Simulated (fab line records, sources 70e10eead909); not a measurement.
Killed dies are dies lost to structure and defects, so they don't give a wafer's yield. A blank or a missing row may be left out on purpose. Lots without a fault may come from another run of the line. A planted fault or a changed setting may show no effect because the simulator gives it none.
Chamber matching | flow nand_harc | NHARC_A_CHANNEL_FILL_D1_ALD_25 on ald_hk-01: 4 sister chambers
The step deposits SiOx, target thk 60 nm, pulse time 10 s, ald cycles 600. 8 wafers are shown with their chamber, then 8 later ones without.

WAFERS WITH THEIR CHAMBER
wafer  | chamber | precursor_pulse_height_rel | heater_power_w (W)
L079.3 | 3       | 0.970                      | 448
L079.4 | 1       | 1.015                      | 450
L079.5 | 3       | 1.000                      | 446
L079.6 | 0       | 0.997                      | 451
L089.4 | 2       | 0.965                      | 467
L089.3 | 0       | 0.993                      | 467
L089.5 | 1       | 1.018                      | 432
L090.3 | 2       | 0.976                      | 450

WAFERS WITHOUT THEIR CHAMBER
wafer  | precursor_pulse_height_rel | heater_power_w (W)
L090.1 | 1.017                      | 453
L090.6 | 1.035                      | 464
L094.4 | 1.048                      | 458
L094.1 | 1.050                      | 450
L094.5 | 1.013                      | 468
L095.2 | 0.997                      | 437
L095.5 | 1.012                      | 468
L095.6 | 1.026                      | 451

WHICH CHAMBER EACH WENT THROUGH
wafer  | from the rows above               | in truth
L090.1 | can't be placed: 1 or 0 or 3      | 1
L090.6 | can't be placed: 1 or 0 or 3      | 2
L094.4 | can't be placed: 1 or 0           | 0
L094.1 | can't be placed: 1 or 0           | 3
L094.5 | can't be placed: 0 or 1 or 3      | 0
L095.2 | can't be placed: 3 or 1 or 0 or 2 | 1
L095.5 | can't be placed: 0 or 1 or 3      | 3
L095.6 | can't be placed: 1 or 0           | 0
Placed correctly: 0 of 8. Can't be placed from these rows: 8 (the true chamber is among the candidates in 6). Placed wrongly: 0.
How it was worked out, from the rows above alone: a wafer's distance from a chamber is the root of the sum, over the readings, of the square of ((its reading less the chamber's mean) divided by the reading's scatter). The wafer belongs to the nearest chamber; if the next one is less than 2 further off, it can't be placed. A chamber's mean is the mean of its shown wafers. The scatter: the root of (the sum of the squares of (reading less its chamber's mean) over the shown wafers, divided by (wafers less chambers)).
